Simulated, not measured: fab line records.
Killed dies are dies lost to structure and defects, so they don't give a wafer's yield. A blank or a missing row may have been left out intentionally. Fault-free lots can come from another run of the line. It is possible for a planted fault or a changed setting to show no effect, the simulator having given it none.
2 desks, one fault + flow n5_finfet + each desk has only its own numbers; what lay behind them comes last

FROM THE METROLOGY DESK
What the gauges read for every lot (on any tool): the sampled wafers with a number, averaged. Marked OUT: a lot whose mean sits more than 4 standard deviations from the usual mean, which makes it out of limits; the brackets give that distance. 7 of its 19 readings are shown: the first one out of limits and those lying furthest out on some lot.
Columns: A = cd_nm at N5_FIN_SAQP_CD_MEAS_31, usual 8.09 nm; B = IOFF_N at N5_BEOL_M4_RC_MEAS_101, usual 0.155 nA/um; C = IOFF_N_85C at N5_BEOL_M4_RC_MEAS_101, usual 3.1 nA/um; D = IOFF_N_LIN at N5_BEOL_M4_RC_MEAS_101, usual 0.072 nA/um; E = IOFF_P at N5_BEOL_M4_RC_MEAS_101, usual 0.201 nA/um; F = IOFF_P_85C at N5_BEOL_M4_RC_MEAS_101, usual 3.5 nA/um; G = IOFF_P_LIN at N5_BEOL_M4_RC_MEAS_101, usual 0.096 nA/um
| lot  | first seen here | A               | B               | C              | D               | E               | F              | G                |
|------|-----------------|-----------------|-----------------|----------------|-----------------|-----------------|----------------|------------------|
| L631 | day 2 14:44     | 8.23            | 0.150           | 3.0            | 0.071           | 0.193           | 3.3            | 0.093            |
| L633 | day 3 01:45     | 8.09            | 0.151           | 2.9            | 0.069           | 0.192           | 3.4            | 0.091            |
| L639 | day 4 14:44     | 9.17 (+5.4) OUT | 0.897 (+32) OUT | 12.6 (+25) OUT | 0.306 (+26) OUT | 0.775 (+20) OUT | 10.2 (+16) OUT | 0.247 (+14) OUT  |
| L640 | day 4 19:49     | 9.46 (+6.9) OUT | 0.745 (+26) OUT | 10.6 (+20) OUT | 0.261 (+21) OUT | 0.631 (+15) OUT | 8.8 (+12) OUT  | 0.205 (+9.9) OUT |
| L642 | day 5 08:26     | 9.47 (+6.9) OUT | 1.085 (+40) OUT | 14.4 (+30) OUT | 0.348 (+31) OUT | 0.907 (+24) OUT | 12.2 (+20) OUT | 0.274 (+16) OUT  |
| L648 | day 6 20:46     | 7.92            | 0.198           | 3.8            | 0.090           | 0.247           | 4.2            | 0.110            |
| L649 | day 7 03:08     | 7.97            | 0.208           | 3.8            | 0.092           | 0.246           | 4.2            | 0.114            |
| L651 | day 7 14:28     | 8.07            | 0.128           | 2.6            | 0.061           | 0.184           | 3.2            | 0.093            |
This desk finds L639, L640, L642 out of limits, L639 being first, at day 4 23:24 (cd_nm at N5_FIN_SAQP_CD_MEAS_31). In limits: L631, L633, L648, L649, L651.

THE TOOL OWNER'S DESK: ald_sin-04
The tool's own readings at N5_FIN_SAQP_SPACER2_ALD_28 (deposits SiO2, target thk 8.1 nm, pulse time 1 s, purge time 2 s): means of the sampled wafers that have a number, for each lot that ran on this tool. Marked OUT: a lot whose mean sits more than 4 standard deviations from the usual mean, which makes it out of limits; the brackets give that distance.
Columns: A = heater_power_w at N5_FIN_SAQP_SPACER2_ALD_28, usual 473 W; B = precursor_pulse_height_rel at N5_FIN_SAQP_SPACER2_ALD_28, usual 1.001
| lot  | first seen here | A   | B     |
|------|-----------------|-----|-------|
| L631 | day 2 20:19     | 477 | 0.984 |
| L633 | day 3 07:05     | 453 | 1.002 |
| L639 | day 4 22:45     | 450 | 1.012 |
| L640 | day 5 06:15     | 477 | 0.988 |
| L642 | day 5 13:31     | 460 | 1.002 |
Result from this desk: across the 5 lots, nothing is out of limits.

PUT TOGETHER
Metrology desk: alarm possible at day 4 23:24 on L639, L640, L642.
Nothing out of limits was seen by the tool owner's desk.
On record at the tool owner's desk: L639, L640, L642, within its limits.
Every lot named ran N5_FIN_SAQP_SPACER2_ALD_28 on ald_sin-04.

WHAT HAD BEEN PUT IN BY THE SIMULATOR
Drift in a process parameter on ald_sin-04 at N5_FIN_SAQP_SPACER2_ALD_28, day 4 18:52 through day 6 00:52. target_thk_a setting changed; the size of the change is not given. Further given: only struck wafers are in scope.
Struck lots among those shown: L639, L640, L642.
Per desk, hours elapsed from the start of the fault to the first reading out of limits: for the metrology desk, 5.
